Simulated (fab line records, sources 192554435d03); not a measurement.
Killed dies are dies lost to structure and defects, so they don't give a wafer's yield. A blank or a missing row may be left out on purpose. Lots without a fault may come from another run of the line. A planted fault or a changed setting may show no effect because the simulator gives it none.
fab line records | flow n5_finfet
record lots=7 wafers=21
route steps=1938 shown MOL_CONTACT_COAG@562 BEOL_M0_SAQP@646 BEOL_M0@720 BEOL_M1@794 BEOL_M2@851 BEOL_M3@977
start_h: hours from the record's first day to the start of the lot's first wafer shown | wait_h: hours since the lot's step before | " the same as in the row above | L1.1+2: a row that stands for several wafers | - no value, or no start given | * or withheld: withheld | < > ~ a bound
route shown NAME@n: a module of which the file shows steps, and the number in the route of the first | usual: mean/standard deviation of fault-free wafers | same: alike in all rows | chamber/n: place in a boat | sites: the reading at each site | _std_site: their standard deviation | _edge_site: outer sites' mean less inner sites' | radius_mm: how far each site lies from the wafer's centre | mask NAME#n: copy n | behind: the tool/chamber that last shaped the wafer | hold: why the lot was held/for how many hours/how that ended | device: the transistor (n, p or np) that didn't switch | end of line: the same wafers' tests at the end of the route | a step without rows: its recipe alone | killed: dies lost to structure and defects at the first sort, not the wafer's yield | map: a wafer's dies, x killed, . not, _ none there
set.NAME: the setting as run; set.NAME@STEP: as run at that earlier step | model.NAME: the simulator's own value behind a step, which no gauge read
lots whose settings were changed on purpose; a table a step, a row a wafer
## steps
# step N5_MOL_CONTACT_COAG_ALD_123
# recipe material=SiNx target_thk_a=50 temp_c=400 ald_precursor_family=SiH2I2 ald_co_reactant=N2/H2-plasma pulse_time_s=1 purge_time_s=2 co_reactant_purge_time_s=2 ald_cycles=100 pressure_torr=2
# columns lot.wafer tool chamber start_h wait_h set.ald_cycles model.SiNx_of_MOL_CONTACT_COAG_ALD_123.thk_nm
L081.2+5+6 ald_sin-01 1,0,1 136.45 0.0 100 5
L083.2+4 ald_sin-03 2,3 153.69 0.0 116 5.8
L083.5 " 1 " " 100 5
L085.1+2 ald_sin-04 2,1 168.17 0.0 100 5
L085.6 " 1 " " 106 5.2
L086.3+5 ald_sin-03 0 171.69 0.0 92 4.6
L086.6 " 1 " " 100 5
L089.3+6 ald_sin-03 0 184.28 0.1 100 5
L089.5 " 1 " " 92 4.6
L090.2 ald_sin-03 1 192.81 0.0 91 4.6
L090.4+6 " 3 " " 100 5
L096.2+3+5 ald_sin-04 3,2,1 236.43 0.1 100 5
# step N5_MOL_CONTACT_COAG_PECVD_31
# recipe material=SiO2 target_thk_a=460 temp_c=400 precursor=TEOS/O2 pressure_torr=6.5 rf_w=withheld teos_flow_sccm=withheld gas=O2 flow_sccm=2650 time_s=8.9
# columns lot.wafer tool chamber start_h wait_h set.temp_c model.SiO2_of_MOL_CONTACT_COAG_PECVD_31.thk_nm
L081.2 pecvd-01 1 136.95 0.3 400 45.2
L081.5 " 1 " " 400 46.2
L081.6 " 0 " " 400 46.4
L083.2+4 pecvd-04 2,0 154.19 0.3 400 46.2
L083.5 " 1 " " 393.5 46.6
L085.1 pecvd-02 0 168.68 0.3 394.7 47
L085.2 " 2 " " 394.7 46.8
L085.6 " 0 " " 400 46.2
L086.3 pecvd-02 0 172.20 0.3 400 45
L086.5 " 1 " " 384.1 50.2
L086.6 " 2 " " 400 45.2
L089.3 pecvd-02 0 184.78 0.3 417.1 40.4
L089.5 " 1 " " 417.1 40.8
L089.6 " 2 " " 400 45.4
L090.2+4 pecvd-04 2,0 193.31 0.3 400 45.6
L090.6 " 2 " " 385.8 50
L096.2 pecvd-04 1 236.94 0.3 400 44.4
L096.3 " 2 " " 400 45.4
L096.5 " 2 " " 400 46.2
# step N5_MOL_CONTACT_COAG_COAT_75
# recipe resist=SOC temp_c=250 time_s=60 spin_rpm=1500 resist_thk_nm=60
# step N5_MOL_CONTACT_COAG_COAT_76
# recipe resist=SiARC temp_c=220 time_s=60 spin_rpm=1500 resist_thk_nm=10
# step N5_MOL_CONTACT_COAG_ETCHBACK_135
# recipe chemistry=CHF3 target=SiO2 target_depth_a=250 time_s=16.7 ion_energy_ev=200 pressure_mtorr=30 source_w=610 bias_w=170 Ar_flow_sccm=200 CHF3_flow_sccm=50
# step N5_MOL_CONTACT_COAG_STRIP_118
# recipe chemistry=CHF3 resist=SiARC rf_frequency_hz=6e+07
# step N5_MOL_CONTACT_COAG_VIA_ETCH_46
# recipe chemistry=C4F6/O2 target_depth_a=460 overetch_a=92 mask_material=SOC target=SiO2 bias_w=455 pressure_mtorr=10 time_s=40 source_w=325 Ar_flow_sccm=300 C4F6_flow_sccm=10 O2_flow_sccm=10 ion_energy_ev=575.3 ends=end_point
# columns lot.wafer tool chamber start_h wait_h set.temp_c@MOL_CONTACT_COAG_PECVD_31 model.etch.depth_nm
L081.2 rie_diel-03 2 138.56 0.0 400 45.26
L081.5 " 1 " " 400 46.12
L081.6 " 2 " " 400 46.48
L083.2 rie_diel-05 2 155.15 0.0 400 46.1
L083.4 " 3 " " 400 46.2
L083.5 " 3 " " 393.5 46.57
L085.1 rie_diel-05 2 169.79 0.0 394.7 47.09
L085.2 " 3 " " 394.7 46.84
L085.6 " 1 " " 400 46.13
L086.3 rie_diel-05 2 173.23 0.0 400 45.08
L086.5 " 2 " " 384.1 50.26
L086.6 " 3 " " 400 45.21
L089.3 rie_diel-01 1 186.36 0.0 417.1 40.39
L089.5 " 2 " " 417.1 40.88
L089.6 " 1 " " 400 45.36
L090.2 rie_diel-01 3 194.35 0.0 400 45.65
L090.4 " 1 " " 400 45.57
L090.6 " 0 " " 385.8 50.06
L096.2 rie_diel-05 3 237.99 0.0 400 44.32
L096.3 " 0 " " 400 45.32
L096.5 " 0 " " 400 46.23
# step N5_MOL_CONTACT_COAG_STRIP_96
# recipe chemistry=N2/H2 power_w=500 temp_c=40 pressure_mtorr=50 rf_frequency_hz=6e+07 overash_fraction=0.3 bias_power_w=28 h2_frac=0.5 n2_flow_sccm=300 h2_flow_sccm=300
# step N5_MOL_CONTACT_COAG_ETCH_47
# recipe chemistry=CH3F/O2 target=SiNx target_depth_a=270 mask_material=SiO2 stop_on=W over_etch_frac=0.2 ion_energy_ev=120 endpoint=OES-CN pressure_mtorr=30 source_w=395 bias_w=73 Ar_flow_sccm=150 CH3F_flow_sccm=30 O2_flow_sccm=20 ends=end_point
# step N5_MOL_CONTACT_COAG_STRIP_120
# recipe chemistry=CHF3 resist=SiARC rf_frequency_hz=6e+07
# step N5_MOL_CONTACT_COAG_VIA_ETCH_117
# recipe chemistry=C4F6/O2 target_depth_a=400 overetch_a=80 mask_material=SOC target=SiO2 bias_w=455 pressure_mtorr=10 time_s=26 source_w=325 Ar_flow_sccm=300 C4F6_flow_sccm=10 O2_flow_sccm=10 ion_energy_ev=575.3 ends=end_point
# step N5_MOL_CONTACT_COAG_ETCH_124
# recipe chemistry=CH3F/O2 target=SiNx target_depth_a=65 mask_material=SOC stop_on=SiOC over_etch_frac=0.3 ion_energy_ev=120 pressure_mtorr=30 source_w=395 bias_w=73 Ar_flow_sccm=150 CH3F_flow_sccm=30 O2_flow_sccm=20 ends=end_point
# columns lot.wafer tool chamber start_h wait_h set.ald_cycles@MOL_CONTACT_COAG_ALD_123 model.etch.depth_nm
L081.2 rie_diel-05 0 140.61 0.0 100 5.022
L081.5 " 0 " " 100 4.98
L081.6 " 2 " " 100 5.009
L083.2 rie_diel-03 3 156.62 0.0 116 5.806
L083.4 " 2 " " 116 5.8
L083.5 " 3 " " 100 5.002
L085.1 rie_diel-05 0 171.15 0.0 100 5.011
L085.2 " 3 " " 100 4.991
L085.6 " 3 " " 106 5.269
L086.3 rie_diel-03 2 174.81 0.0 92 4.56
L086.5 " 3 " " 92 4.583
L086.6 " 2 " " 100 4.946
L089.3 rie_diel-05 1 187.76 0.0 100 4.976
L089.5 " 3 " " 92 4.581
L089.6 " 2 " " 100 4.986
L090.2 rie_diel-01 1 197.04 0.0 91 4.549
L090.4 " 3 " " 100 4.988
L090.6 " 1 " " 100 4.985
L096.2 rie_diel-01 1 239.55 0.0 100 5.036
L096.3 " 2 " " 100 5.042
L096.5 " 2 " " 100 4.997
# step N5_BEOL_M0_SAQP_EXPOSE_11
# recipe mask_id=M0_CORE na=1.35 source_shape=dipole sigma_inner=0.538 sigma_outer=0.738 polarization=te target_cd_nm=42 dose_mj=55
# columns lot.wafer tool chamber start_h wait_h mask set.dose_mj
L081.2+6 arfi_scanner-03 0 147.84 - M0_CORE#0 55
L081.5 " 0 " " M0_CORE#0 53.31
L083.2+5 arfi_scanner-02 0 162.06 - M0_CORE#0 55
L083.4 " 0 " " M0_CORE#0 50.92
L085.1+6 arfi_scanner-03 0 177.47 - M0_CORE#0 55
L085.2 " 0 " " M0_CORE#0 52.32
L086.3+5+6 arfi_scanner-01 0 181.61 - M0_CORE#0 55
L089.3 arfi_scanner-02 0 194.34 - M0_CORE#0 53.6
L089.5+6 " 0 " " M0_CORE#0 55
L090.2+6 arfi_scanner-03 0 202.79 - M0_CORE#0 56.58
L090.4 " 0 " " M0_CORE#0 55
L096.2+3+5 arfi_scanner-01 0 245.42 - M0_CORE#0 55
# step N5_BEOL_M0_SAQP_PEB_12
# recipe peb_temp_c=withheld peb_time_s=60 resist=CAR-ArF
# step N5_BEOL_M0_SAQP_DEVELOP_13
# recipe develop_time_s=30 developer=TMAH resist=CAR-ArF dev_temp_c=23 rinse_liquid=diw dry=air_spin
# step N5_BEOL_M0_SAQP_CD_MEAS_14
# recipe target_cd_nm=42.5 landing_energy_ev=500 detector=se_inlens
# usual cd_nm=42.6/0.38
# columns lot.wafer tool chamber start_h wait_h set.dose_mj@BEOL_M0_SAQP_EXPOSE_11 cd_nm
L081.2 cd_sem-01 0 147.96 - 55 42.7
L081.5 " 0 " " 53.31 43.8
L081.6 " 0 " " 55 42.5
L083.2 cd_sem-03 0 162.18 - 55 42.2
L083.4 " 0 " " 50.92 45.1
L083.5 " 0 " " 55 41.9
L085.1 cd_sem-03 0 177.60 - 55 42.0
L085.2 " 0 " " 52.32 43.3
L085.6 " 0 " " 55 42.0
L086.3 cd_sem-03 0 181.73 - 55 42.8
L086.5 " 0 " " 55 42.1
L086.6 " 0 " " 55 42.2
L089.3 cd_sem-03 0 194.45 - 53.6 43.0
L089.5 " 0 " " 55 42.3
L089.6 " 0 " " 55 42.1
L090.2 cd_sem-03 0 202.91 - 56.58 41.7
L090.4 " 0 " " 55 42.7
L090.6 " 0 " " 56.58 41.7
L096.2 cd_sem-02 0 245.54 - 55 42.7
L096.3 " 0 " " 55 43.0
L096.5 " 0 " " 55 42.0
# step N5_BEOL_M0_ETCH_128
# recipe chemistry=CF4/N2 target_depth_a=120 overetch_a=51 target=SiCN time_s=21.4 ion_energy_ev=150 pressure_mtorr=40 source_w=430 bias_w=70 Ar_flow_sccm=100 cf4_flow_sccm=60 n2_flow_sccm=60
# usual rf_vpp_V=382.8/2.5
# columns lot.wafer tool chamber start_h wait_h set.source_w rf_vpp_V
L081.2 rie_diel-01 1 160.80 0.4 375.3 398.0
L081.5 " 1 " " 375.3 398.6
L081.6 " 2 " " 430 381.2
L083.2 rie_diel-01 0 171.79 0.0 394.8 392.4
L083.4 " 3 " " 394.8 397.9
L083.5 " 3 " " 430 384.8
L085.1 rie_diel-03 1 189.13 0.0 430 385.5
L085.2 " 0 " " 494.6 367.9
L085.6 " 2 " " 430 379.0
L086.3 rie_diel-01 2 191.24 0.2 483.5 366.3
L086.5 " 2 " " 483.5 365.3
L086.6 " 3 " " 483.5 371.4
L089.3 rie_diel-05 3 202.47 0.0 393.4 395.6
L089.5 " 0 " " 393.4 389.4
L089.6 " 3 " " 430 381.4
L090.2 rie_diel-03 3 210.55 0.8 430 382.0
L090.4 " 1 " " 430 385.4
L090.6 " 0 " " 501.5 367.2
L096.2 rie_diel-03 1 252.86 0.0 430 384.5
L096.3 " 0 " " 430 385.3
L096.5 " 0 " " 430 386.9
# step N5_BEOL_M1_ETCH_70
# recipe chemistry=N2/H2 target=SOC target_depth_a=800 overetch_a=160 mask_material=SiARC temp_c=40 time_s=120 ion_energy_ev=200 pressure_mtorr=30 source_w=840 bias_w=150 n2_flow_sccm=200 h2_flow_sccm=200
# usual rf_vpp_V=523.3/2.2
# columns lot.wafer tool chamber start_h wait_h set.bias_w rf_vpp_V model.SiARC_of_BEOL_M1_COAT_68.thk_nm
L081.2 rie_diel-02 0 176.96 0.0 162.8 551.5 5.6
L081.5 " 0 " " 162.8 553.0 5.6
L081.6 " 3 " " 150 522.5 6.2
L083.2 rie_diel-02 0 190.63 0.0 150 525.3 6.4
L083.4 " 0 " " 164.9 557.9 5.6
L083.5 " 1 " " 164.9 558.9 5.4
L085.1 rie_diel-04 2 196.48 0.0 150 520.1 6.8
L085.2 " 0 " " 150 521.3 6.2
L085.6 " 0 " " 150 522.9 6.2
L086.3 rie_diel-06 3 205.00 0.0 150 524.2 6.6
L086.5 " 2 " " 150 521.6 6.4
L086.6 " 3 " " 150 525.3 6.6
L089.3 rie_diel-06 0 209.50 0.0 176.5 582.4 5
L089.5 " 0 " " 150 526.4 6.2
L089.6 " 3 " " 176.5 579.4 5.4
L090.2 rie_diel-06 0 221.04 0.0 164.3 556.5 5.6
L090.4 " 2 " " 150 521.6 6.4
L090.6 " 3 " " 164.3 555.1 6
L096.2 rie_diel-04 1 262.04 0.0 150 525.5 6.2
L096.3 " 0 " " 150 523.1 6.2
L096.5 " 0 " " 150 521.8 6.2
# step N5_BEOL_M1_TRENCH_ETCH_37
# recipe chemistry=C4F6/O2 target_depth_a=552.07 target=SiOC time_s=29 ion_energy_ev=250 pressure_mtorr=30 source_w=355 bias_w=185 Ar_flow_sccm=300 C4F6_flow_sccm=10 O2_flow_sccm=10
# columns lot.wafer tool chamber start_h wait_h set.time_s model.BEOL_M1.feature_depth_nm model.etch.depth_nm
L081.2 rie_diel-02 0 - - 29 55.2 55.3
L081.5 " 0 " " 29 55.6 55.63
L081.6 " 3 " " 29 55.8 55.84
L083.2 rie_diel-02 0 - - 29 55.4 55.49
L083.4 " 0 " " 29 55.2 55.16
L083.5 " 1 " " 29 56.4 56.43
L085.1 rie_diel-04 2 - - 32.88 60.4 60.37
L085.2 " 0 " " 32.88 63.6 63.53
L085.6 " 0 " " 29 56 56.08
L086.3 rie_diel-06 3 - - 26.93 50 50.06
L086.5 " 2 " " 29 55.4 55.46
L086.6 " 3 " " 26.93 49.8 49.86
L089.3 rie_diel-06 0 - - 29 57.2 57.11
L089.5 " 0 " " 34.43 67.4 67.39
L089.6 " 3 " " 29 53.4 53.4
L090.2 rie_diel-06 0 - - 29 56.8 56.71
L090.4 " 2 " " 29 55.4 55.42
L090.6 " 3 " " 29 53.6 53.68
L096.2 rie_diel-04 1 - - 29 56.2 56.17
L096.3 " 0 " " 29 56 55.97
L096.5 " 0 " " 29 55.8 55.88
# step N5_BEOL_M1_ETCH_41
# recipe chemistry=CH3F/O2 target=SiCN target_depth_a=319 taper_deg=2 time_s=57.8 ion_energy_ev=120 mask_material=TiN pressure_mtorr=30 source_w=395 bias_w=75 Ar_flow_sccm=150 CH3F_flow_sccm=30 O2_flow_sccm=20
# step N5_BEOL_M1_STRIP_97
# recipe chemistry=N2/H2 time_s=10 power_w=450 temp_c=40 pressure_mtorr=20 rf_frequency_hz=6e+07 bias_power_w=7 n2_flow_sccm=200 h2_flow_sccm=200
# step N5_BEOL_M1_OCD_MEAS_38
# usual trench_depth_nm=55.1/1.3
# columns lot.wafer tool chamber start_h wait_h set.time_s@BEOL_M1_TRENCH_ETCH_37 trench_depth_nm
L081.2 ocd-01 - 177.32 - 29 55.1
L081.5 " - " " 29 55.9
L081.6 " - " " 29 55.9
L083.2 ocd-02 - 190.99 - 29 55.9
L083.4 " - " " 29 55.1
L083.5 " - " " 29 56.2
L085.1 ocd-01 - 196.84 - 32.88 60.0
L085.2 " - " " 32.88 63.5
L085.6 " - " " 29 55.9
L086.3 ocd-02 - 205.36 - 26.93 50.3
L086.5 " - " " 29 55.8
L086.6 " - " " 26.93 49.7
L089.3 ocd-02 - 209.85 - 29 57.3
L089.5 " - " " 34.43 67.2
L089.6 " - " " 29 52.7
L090.2 ocd-01 - 221.40 - 29 56.9
L090.4 " - " " 29 55.1
L090.6 " - " " 29 53.6
L096.2 ocd-01 - 262.41 - 29 55.8
L096.3 " - " " 29 56.0
L096.5 " - " " 29 56.2
# step N5_BEOL_M2_EXPOSE_08
# recipe mask_id=M2 na=0.33 source_shape=dipole sigma_inner=0.369 sigma_outer=0.767 polarization=unpolarized dose_mj=41.25
# columns lot.wafer tool chamber start_h wait_h mask set.dose_mj
L081.2 euv_scanner-01 0 182.83 - M2#0 42.26
L081.5+6 " 0 " " M2#0 41.25
L083.2+4+5 euv_scanner-01 0 197.46 - M2#0 41.25
L085.1+6 euv_scanner-01 0 202.24 - M2#0 42.77
L085.2 " 0 " " M2#0 41.25
L086.3+5 euv_scanner-02 0 212.77 - M2#0 38.64
L086.6 " 0 " " M2#0 41.25
L089.3+5+6 euv_scanner-01 0 214.68 - M2#0 41.25
L090.2 euv_scanner-01 0 228.13 - M2#0 40.28
L090.4+6 " 0 " " M2#0 41.25
L096.2+3+5 euv_scanner-01 0 267.29 - M2#0 41.25
# step N5_BEOL_M2_PEB_09
# recipe peb_temp_c=100 peb_time_s=60 resist=CAR-EUV
# step N5_BEOL_M2_DEVELOP_10
# recipe develop_time_s=30 developer=TMAH resist=CAR-EUV rinse_liquid=surfactant_rinse dry=air_spin dev_temp_c=23
# step N5_BEOL_M2_DESCUM_16
# recipe chemistry=O2 time_s=7 source_power_w=50 bias_power_w=20 pressure_mtorr=20 rf_frequency_hz=2.712e+07 temp_c=40 resist=CAR-EUV o2_flow_sccm=225
# step N5_BEOL_M2_ETCH_74
# recipe chemistry=N2/H2 target=underlayer target_depth_a=65 mask_material=CAR-EUV time_s=5.2 ion_energy_ev=200 pressure_mtorr=30 source_w=840 bias_w=150 n2_flow_sccm=200 h2_flow_sccm=200 ends=cleared
# columns lot.wafer tool chamber start_h wait_h set.dose_mj@BEOL_M2_EXPOSE_08 model.BEOL_M2.cd_offset_nm
L081.2 rie_diel-05 3 183.11 0.0 42.26 0.4
L081.5 " 2 " " 41.25 -0.2
L081.6 " 3 " " 41.25 0
L083.2 rie_diel-05 2 197.82 0.0 41.25 -0.2
L083.4+5 " 1,3 " " 41.25 -0.4
L085.1 rie_diel-03 2 202.52 0.0 42.77 0.4
L085.2 " 3 " " 41.25 -0.2
L085.6 " 2 " " 42.77 0.6
L086.3+5 rie_diel-01 3,1 213.43 0.0 38.64 -1
L086.6 " 2 " " 41.25 0
L089.3 rie_diel-03 0 214.96 0.0 41.25 0.2
L089.5+6 " 3,2 " " 41.25 0.4
L090.2 rie_diel-03 3 228.41 0.0 40.28 -0.6
L090.4+6 " 1,0 " " 41.25 0.2
L096.2+3 rie_diel-01 0,1 271.07 0.0 41.25 0.2
L096.5 " 1 " " 41.25 0.4
# step N5_BEOL_M2_ETCH_70
# recipe chemistry=N2/H2 target=SOC target_depth_a=800 overetch_a=240 mask_material=SiARC temp_c=40 time_s=130 ion_energy_ev=200 pressure_mtorr=30 source_w=840 bias_w=150 n2_flow_sccm=200 h2_flow_sccm=200
# usual rf_vpp_V=524/3.3
# columns lot.wafer tool chamber start_h wait_h set.source_w rf_vpp_V
L081.2 rie_diel-05 0 201.92 0.0 954.8 497
L081.5 " 3 " " 954.8 502
L081.6 " 0 " " 840 520
L085.1 rie_diel-01 3 208.11 0.0 964.5 504
L085.2 " 0 " " 840 522
L085.6 " 1 " " 964.5 498
L083.2 rie_diel-05 0 212.95 0.0 693.5 551
L083.4 " 1 " " 840 524
L083.5 " 2 " " 693.5 561
L086.3 rie_diel-03 1 232.19 0.0 780.9 541
L086.5 " 2 " " 780.9 533
L086.6 " 1 " " 840 529
L089.3 rie_diel-05 1 232.23 0.0 840 522
L089.5 " 0 " " 770.1 533
L089.6 " 1 " " 770.1 537
L090.2 rie_diel-05 2 239.03 0.0 840 527
L090.4 " 0 " " 951.3 497
L090.6 " 0 " " 951.3 497
L096.2 rie_diel-01 3 296.16 0.0 840 528
L096.3 " 2 " " 840 522
L096.5 " 2 " " 840 523
# step N5_BEOL_M2_TRENCH_ETCH_37
# recipe chemistry=C4F6/O2 target_depth_a=555.55 target=SiOC time_s=29.2 ion_energy_ev=250 pressure_mtorr=30 source_w=355 bias_w=185 Ar_flow_sccm=300 C4F6_flow_sccm=10 O2_flow_sccm=10
# usual rf_vpp_V=674/13
# columns lot.wafer tool chamber start_h wait_h set.bias_w rf_vpp_V
L081.2 rie_diel-05 0 - - 210.4 722
L081.5 " 3 " " 185 678
L081.6 " 0 " " 185 652
L085.1 rie_diel-01 3 - - 170.5 640
L085.2 " 0 " " 185 670
L085.6 " 1 " " 185 660
L083.2 rie_diel-05 0 - - 204.7 706
L083.4 " 1 " " 185 655
L083.5 " 2 " " 185 679
L086.3 rie_diel-03 1 - - 185 686
L086.5 " 2 " " 185 674
L086.6 " 1 " " 162.5 618
L089.3 rie_diel-05 1 - - 185 654
L089.5 " 0 " " 156.1 570
L089.6 " 1 " " 156.1 572
L090.2 rie_diel-05 2 - - 185 679
L090.4 " 0 " " 185 652
L090.6 " 0 " " 185 652
L096.2 rie_diel-01 3 - - 185 684
L096.3 " 2 " " 185 688
L096.5 " 2 " " 185 687
# step N5_BEOL_M3_VIA_ETCH_34
# recipe chemistry=C4F6/O2 target_depth_a=694 mask_material=SOC pressure_mtorr=15 ion_energy_ev=250 taper_deg=4 time_s=65.9 source_w=350 bias_w=170 Ar_flow_sccm=300 C4F6_flow_sccm=10 O2_flow_sccm=10
# columns lot.wafer tool chamber start_h wait_h set.time_s model.etch.depth_nm model.SOC_of_BEOL_M3_COAT_67.thk_nm
L081.2 rie_diel-02 2 216.41 0.0 73.77 74.59 51.4
L081.5 " 1 " " 73.77 78.4 50.8
L081.6 " 0 " " 65.9 69.18 51.8
L085.1 rie_diel-06 2 224.75 0.0 55.27 58.52 53.4
L085.2 " 1 " " 55.27 56.35 53.4
L085.6 " 1 " " 65.9 66.78 52.2
L083.2 rie_diel-02 2 227.32 0.0 65.9 67.04 52.6
L083.4 " 3 " " 65.9 69.76 52
L083.5 " 2 " " 61.1 62 53
L086.3 rie_diel-04 1 243.58 0.0 65.9 70.97 51.6
L086.5 " 2 " " 76.05 77.61 51
L086.6 " 3 " " 76.05 80.29 50.8
L089.3 rie_diel-06 3 247.36 0.0 65.9 66.5 52.4
L089.5 " 3 " " 65.9 66.61 52.4
L089.6 " 0 " " 80.12 86.63 50
L090.2 rie_diel-06 2 262.14 0.0 65.9 68.96 52.2
L090.4 " 1 " " 55.99 57.57 53.2
L090.6 " 0 " " 65.9 71.3 51.8
L096.2 rie_diel-06 1 306.86 0.0 65.9 67.88 52
L096.3 " 2 " " 65.9 69.18 52
L096.5 " 0 " " 65.9 71.41 51.8
## key
split step=N5_MOL_CONTACT_COAG_ALD_123 setting=ald_cycles stated=100 by=wafer
response step=N5_MOL_CONTACT_COAG_ALD_123 reading=model.SiNx_of_MOL_CONTACT_COAG_ALD_123.thk_nm change=+0.0479 per=1% r=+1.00
response step=N5_MOL_CONTACT_COAG_ETCH_124 reading=model.etch.depth_nm change=+0.049 per=1% r=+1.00
split step=N5_MOL_CONTACT_COAG_PECVD_31 setting=temp_c stated=400 by=wafer
response step=N5_MOL_CONTACT_COAG_PECVD_31 reading=model.SiO2_of_MOL_CONTACT_COAG_PECVD_31.thk_nm change=-1.14 per=1% r=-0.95
response step=N5_MOL_CONTACT_COAG_VIA_ETCH_46 reading=model.etch.depth_nm change=-1.14 per=1% r=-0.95
split step=N5_BEOL_M0_SAQP_EXPOSE_11 setting=dose_mj stated=55 by=wafer
response step=N5_BEOL_M0_SAQP_CD_MEAS_14 reading=cd_nm change=-0.368 per=1% r=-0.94
split step=N5_BEOL_M0_ETCH_128 setting=source_w stated=430 by=wafer
response step=N5_BEOL_M0_ETCH_128 reading=rf_vpp_V change=-1.1 per=1% r=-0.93
split step=N5_BEOL_M1_ETCH_70 setting=bias_w stated=150 by=wafer
response step=N5_BEOL_M1_ETCH_70 reading=rf_vpp_V change=+3.26 per=1% r=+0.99
response step=N5_BEOL_M1_ETCH_70 reading=model.SiARC_of_BEOL_M1_COAT_68.thk_nm change=-0.0652 per=1% r=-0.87
split step=N5_BEOL_M1_TRENCH_ETCH_37 setting=time_s stated=29 by=wafer
response step=N5_BEOL_M1_TRENCH_ETCH_37 reading=model.BEOL_M1.feature_depth_nm change=+0.596 per=1% r=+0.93
response step=N5_BEOL_M1_TRENCH_ETCH_37 reading=model.etch.depth_nm change=+0.594 per=1% r=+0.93
response step=N5_BEOL_M1_OCD_MEAS_38 reading=trench_depth_nm change=+0.598 per=1% r=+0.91
split step=N5_BEOL_M2_EXPOSE_08 setting=dose_mj stated=41.25 by=wafer
response step=N5_BEOL_M2_ETCH_74 reading=model.BEOL_M2.cd_offset_nm change=+0.184 per=1% r=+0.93
split step=N5_BEOL_M2_ETCH_70 setting=source_w stated=840 by=wafer
response step=N5_BEOL_M2_ETCH_70 reading=rf_vpp_V change=-1.7 per=1% r=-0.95
split step=N5_BEOL_M2_TRENCH_ETCH_37 setting=bias_w stated=185 by=wafer
response step=N5_BEOL_M2_TRENCH_ETCH_37 reading=rf_vpp_V change=+4.55 per=1% r=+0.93
split step=N5_BEOL_M3_VIA_ETCH_34 setting=time_s stated=65.9 by=wafer
response step=N5_BEOL_M3_VIA_ETCH_34 reading=model.etch.depth_nm change=+0.744 per=1% r=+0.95
response step=N5_BEOL_M3_VIA_ETCH_34 reading=model.SOC_of_BEOL_M3_COAT_67.thk_nm change=-0.0819 per=1% r=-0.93
